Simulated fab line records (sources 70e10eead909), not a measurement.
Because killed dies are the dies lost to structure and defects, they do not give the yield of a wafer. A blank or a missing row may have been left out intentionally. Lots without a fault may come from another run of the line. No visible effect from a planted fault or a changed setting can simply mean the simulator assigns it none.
The tool behind it: which one?	flow nandHarc	12 lots with 36 wafers sampled at 5 steps, on a route of 1302 steps

WHAT EACH GAUGE READ, for each wafer
NHARC_A_ONON_D2_THK_MEAS_27: measures by ellipsometry.
lot	measured	on	thkNm (nm)
L592	day 14 11:22	filmMetro-01	1005 1004 1004
L593	day 14 16:46	filmMetro-02	1001 1003 1003
L594	day 15 08:41	filmMetro-01	981 979 978
L595	day 15 19:19	filmMetro-02	1018 1019 1021
L602	day 19 02:21	filmMetro-01	997 998 995
L603	day 19 02:22	filmMetro-02	1000 999 1000
L604	day 19 11:38	filmMetro-01	1007 1006 1006
L605	day 19 21:52	filmMetro-02	1004 1007 1005
L608	day 21 19:28	filmMetro-02	996 996 998
L611	day 22 09:55	filmMetro-01	1014 1016 1013
L609	day 22 09:55	filmMetro-02	996 998 997
L610	day 22 09:57	filmMetro-01	1011 1011 1013

NHARC_A_CHANNEL_HOLE_D2_CD_MEAS_18.
lot	measured	on	cdNm (nm)
L592	day 14 16:38	cdSem-03	100.9 99.0 94.5
L593	day 14 21:52	cdSem-01	101.3 98.2 100.4
L594	day 15 16:29	cdSem-02	100.3 102.3 99.3
L595	day 16 00:27	cdSem-03	100.0 97.6 101.3
L602	day 19 10:50	cdSem-03	99.3 103.8 100.0
L603	day 19 12:47	cdSem-03	100.7 96.6 98.4
L604	day 19 21:13	cdSem-02	97.7 97.0 98.8
L605	day 20 03:04	cdSem-02	97.1 96.9 97.7
L608	day 22 01:59	cdSem-01	98.8 98.2 98.7
L611	day 22 14:54	cdSem-03	100.7 98.0 101.6
L609	day 22 15:36	cdSem-03	98.6 101.3 101.2
L610	day 22 16:41	cdSem-03	100.7 95.6 97.3

NHARC_END_SORT_01.
lot	measured	on	killedAtArray	killedAtOther	killedAtPeriphery	killedDies	killedOpen	killedShort
L603	day 30 12:46	prober-02	676 675 675	0 0 0	1 2 2	677 677 677	1 4 2	1 3 2
L604	day 31 08:42	prober-02	675 670 672	0 5 4	2 2 1	677 677 677	5 3 6	6 0 3

TOOL THAT RAN EACH LOT (tool first, then ch and the chambers of the sampled wafers, then the start)
lot	NHARC_A_CHANNEL_HOLE_D2_ETCH_39	NHARC_A_CHANNEL_HOLE_D2_ETCH_34
L592	rieDiel-08 ch 0,1,3, day 14 15:58 or earlier	rieDiel-08 ch 1,2, day 14 15:58
L593	rieDiel-02 ch 1,3, day 14 21:11 or earlier	rieDiel-02 ch 0,3, day 14 21:11
L594	rieDiel-08 ch 1,2,3, day 15 15:49 or earlier	rieDiel-08 ch 0,1,3, day 15 15:49
L595	rieDiel-07 ch 1,2, day 15 23:47 or earlier	rieDiel-07 ch 0,1,3, day 15 23:47
L602	rieDiel-07 ch 0,1,2, day 19 10:10 or earlier	rieDiel-07 ch 0,1,3, day 19 10:10
L603	rieDiel-02 ch 0,1,3, day 19 12:06 or earlier	rieDiel-02 ch 2,3, day 19 12:06
L604	rieDiel-02 ch 0,1,3, day 19 20:32 or earlier	rieDiel-02 ch 0,2, day 19 20:32
L605	rieDiel-08 ch 1,2,3, day 20 02:23 or earlier	rieDiel-08 ch 1,2, day 20 02:23
L608	rieDiel-02 ch 1,2, day 22 01:18 or earlier	rieDiel-02 ch 0,3, day 22 01:18
L611	rieDiel-08 ch 0,1,2, day 22 14:13 or earlier	rieDiel-08 ch 0,1, day 22 14:13
L609	rieDiel-08 ch 0,2,3, day 22 14:55 or earlier	rieDiel-08 ch 2,3, day 22 14:55
L610	rieDiel-02 ch 1,3, day 22 16:00 or earlier	rieDiel-02 ch 1,2,3, day 22 16:00
- NHARC_A_CHANNEL_HOLE_D2_ETCH_39: etches the open film in N2/H2, target depth 260 nm, time 325 s.
- NHARC_A_CHANNEL_HOLE_D2_ETCH_34: etches the open film in CF4/CHF3, target depth 154 nm, time 77 s.

WHAT THE TOOLS THEMSELVES READ (means of the sampled wafers that have a number; where no wafer has one, the mark that the record gives instead)
NHARC_A_CHANNEL_HOLE_D2_ETCH_39.
lot	tool	biasW (W)	chamberPressureMTorr (mTorr)	drypumpMotorCurrentA (A)	oesProductAu (a.u.)	rfVppV (V)	showerheadPlenumPTorr (Torr)	throttleValvePct (%)
L592	rieDiel-08	150.7	30.005	5.9	1.006	432.7	2.11	14.163
L593	rieDiel-02	150.2	29.986	6.0	0.995	427.6	1.95	14.165
L594	rieDiel-08	150.2	30.010	6.1	1.001	430.6	2.07	14.173
L595	rieDiel-07	150.3	30.006	5.7	0.995	429.5	2.00	14.171
L602	rieDiel-07	150.1	30.039	5.6	0.997	432.4	2.08	14.167
L603	rieDiel-02	149.7	30.034	5.8	1.008	428.3	1.95	14.169
L604	rieDiel-02	150.0	30.008	5.9	1.005	427.7	1.95	14.174
L605	rieDiel-08	150.2	29.970	6.1	1.004	430.7	2.07	14.170
L608	rieDiel-02	149.6	29.990	6.0	1.007	427.7	1.91	14.176
L611	rieDiel-08	150.0	29.968	5.7	1.005	430.3	2.04	14.173
L609	rieDiel-08	150.3	30.008	6.3	1.008	430.5	2.03	14.165
L610	rieDiel-02	150.1	30.006	6.0	1.005	427.8	1.94	14.173

NHARC_A_CHANNEL_HOLE_D2_ETCH_34.
lot	tool	biasW (W)	cf4FlowSccm (sccm)	drypumpMotorCurrentA (A)	oesProductAu (a.u.)	rfVppV (V)	showerheadPlenumPTorr (Torr)	throttleValvePct (%)
L592	rieDiel-08	199.5	99.96	5.9	0.964	370.2	1.55	16.813
L593	rieDiel-02	200.0	100.18	5.7	0.954	368.9	1.52	16.803
L594	rieDiel-08	200.5	100.11	5.9	0.966	371.8	1.62	16.801
L595	rieDiel-07	200.0	99.99	5.7	0.950	371.1	1.57	16.814
L602	rieDiel-07	199.6	99.99	5.7	0.975	370.7	1.56	16.802
L603	rieDiel-02	-	-	-	-	-	-	-
L604	rieDiel-02	-	-	-	-	-	-	-
L605	rieDiel-08	200.3	99.81	5.9	0.945	369.7	1.55	16.808
L608	rieDiel-02	199.8	99.98	5.7	0.943	368.5	1.52	16.804
L611	rieDiel-08	200.4	100.31	5.4	0.960	372.3	1.63	16.801
L609	rieDiel-08	199.7	99.85	6.4	0.962	369.8	1.54	16.796
L610	rieDiel-02	200.2	100.32	6.0	0.976	367.5	1.50	16.803

THE ANSWER, worked out from the rows above alone
Rule: the usual values come from the lots themselves. Put in order of their means at a reading, lots are off if they are a third of the lots or fewer, leave a main group of 4 or more, and stand apart from it by a gap of 3 or more times the standard deviation of the main group's means; of several such gaps the widest counts. A main group is skipped when, at the precision printed for the reading in the tables above, its means are all equal. Also off: a lot with no number at a reading for which 4 or more lots have one. The other lots that the step has rows for count as sound. Order of review: gauges by route order, followed by the tools' own readings, for which a lot's mean as printed above is used. The first step at which some lot is off is used, and at that step the reading that is off furthest; a lot without a number counts as furthest.
Off: L603, L604, at NHARC_A_CHANNEL_HOLE_D2_ETCH_34 (biasW). Without a number there: L603, L604. Mean 200.0 W and standard deviation 0.33 in the main group.
A tool fits if, at that step or a process step before it, it ran every lot that is off, and no sound lot after the first of them. NHARC_A_CHANNEL_HOLE_D2_ETCH_39: start missing for some lots; hours and lot order therefore follow NHARC_A_CHANNEL_HOLE_D2_ETCH_34. Not one of the candidates tried fits.

WHAT THE SIMULATOR HAD INSERTED
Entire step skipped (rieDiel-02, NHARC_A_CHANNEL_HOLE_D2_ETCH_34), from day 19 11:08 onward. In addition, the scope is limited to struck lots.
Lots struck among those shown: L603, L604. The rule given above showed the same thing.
